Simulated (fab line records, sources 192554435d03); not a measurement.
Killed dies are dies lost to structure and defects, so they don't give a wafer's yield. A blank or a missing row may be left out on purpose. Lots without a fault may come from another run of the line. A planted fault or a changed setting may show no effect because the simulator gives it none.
A struck lot beside a sound one | flow n5_finfet | 15 steps out of a route of 1938
Sound: wafers L230.1, L230.2, L230.3. Struck: wafer L241.4. (L241.1 of the same lot was not struck and is left out.) The cause comes at the end.
At each step with rows: each side's tool, then ch and its chambers, then its first start. Under that, the readings that differ: sound wafers | struck wafers | difference of the means | sigmas: that difference in standard deviations of wafers without a fault.
alike: readings whose means differ by less than 2 such deviations, and words and numbers that are the same on both sides. not compared: withheld readings, readings that some wafer has no value for, bounds like >300 that may hide the same value, and numbers for which the record gives no deviation and whose values overlap.
The two part at a step that has a row with sigmas, a row that says differs or no value, or rows on one side only. Numbers that don't overlap but have no deviation are shown without sigmas and don't part them. A reading that every wafer of one side lacks parts them only if that side has two wafers or more.

first, 7 steps without rows for these wafers: N5_BEOL_M6_COAT_71 (time 60 s, resist thk 5 nm); N5_BEOL_M6_COAT_22 (resist thk 30 nm); N5_BEOL_M6_EBR_24; N5_BEOL_M6_SOFTBAKE_23 (time 60 s); N5_BEOL_M6_EXPOSE_25 (exposes mask V5, target cd 40 nm); N5_BEOL_M6_PEB_26 (peb time 60 s); N5_BEOL_M6_DEVELOP_27 (develop time 30 s).
N5_BEOL_M6_CD_MEAS_28: target cd 40 nm.
  sound on cd_sem-01 ch 0, day 11 06:40; struck on cd_sem-02 ch 0, day 14 14:01
  reading    | sound             | struck | difference | sigmas
  cd_nm (nm) | 40.09 40.14 40.09 | 39.55  | -0.56      | -2
N5_BEOL_M6_OVL_MEAS_29:
  sound on overlay-01 ch 0, day 11 06:41; struck on overlay-02 ch 0, day 14 14:03
  alike: V5_OVL
N5_BEOL_M6_INSPECT_30: inspects for defects (brightfield).
  sound on defect_inspect-02, day 11 06:45; struck on defect_inspect-01, day 14 14:07
  alike: raw_defect_count
N5_BEOL_M6_DESCUM_33: chemistry O2, time 7 s.
  sound on rie_diel-05 ch 0,1,2, day 11 07:11; struck on rie_diel-01 ch 3, day 14 14:18
  reading                | sound     | struck | difference | sigmas
  rf_hours_counter_h (h) | 121 60 71 | 14     | -70        |
  alike: drypump_motor_current_A, oes_product_au, rf_vpp_V, showerhead_plenum_p_Torr, throttle_valve_pct
N5_BEOL_M6_ETCH_72: etches underlayer in N2/H2, target depth 6.5 nm, time 5.2 s.
  sound on rie_diel-05 ch 0,1,2, day 11 07:13; struck on rie_diel-01 ch 3, day 14 14:20
  reading                | sound     | struck | difference | sigmas
  rf_hours_counter_h (h) | 121 60 71 | 14     | -70        |
  alike: drypump_motor_current_A, etch_rf_on_time_s, oes_product_au, rf_vpp_V, showerhead_plenum_p_Torr, throttle_valve_pct
N5_BEOL_M6_ETCH_65: etches SiARC in CF4, target depth 15.6 nm, time 26 s.
  sound on rie_diel-05 ch 0,1,2, day 11 07:14; struck on rie_diel-01 ch 3, day 14 14:22
  reading                | sound          | struck | difference | sigmas
  etch_rf_on_time_s (s)  | 25.9 25.8 25.3 | 18.0   | -7.7       | -22
  oes_product_au (a.u.)  | 0.66 0.73 0.73 | 0.99   | +0.28      | +5
  rf_hours_counter_h (h) | 121 60 71      | 14     | -70        |
  alike: drypump_motor_current_A, rf_vpp_V, showerhead_plenum_p_Torr, throttle_valve_pct
N5_BEOL_M6_ETCH_66: etches SOC in N2/H2, target depth 80 nm, overetch 16 nm, time 120 s.
  sound on rie_diel-05 ch 0,1,2, day 11 07:15; struck on rie_diel-01 ch 3, day 14 14:23
  reading                | sound     | struck | difference | sigmas
  rf_hours_counter_h (h) | 121 60 71 | 14     | -70        |
  alike: drypump_motor_current_A, oes_product_au, rf_vpp_V, showerhead_plenum_p_Torr, throttle_valve_pct
then, 1 step without rows for these wafers: N5_PASSIVATION_PROBE_49.

WHERE THEY PART
First at N5_BEOL_M6_CD_MEAS_28; last, within this record, at N5_BEOL_M6_ETCH_65. Later steps at which nothing parts them and some readings are alike: N5_BEOL_M6_ETCH_66.

WHY: what the simulator had put in
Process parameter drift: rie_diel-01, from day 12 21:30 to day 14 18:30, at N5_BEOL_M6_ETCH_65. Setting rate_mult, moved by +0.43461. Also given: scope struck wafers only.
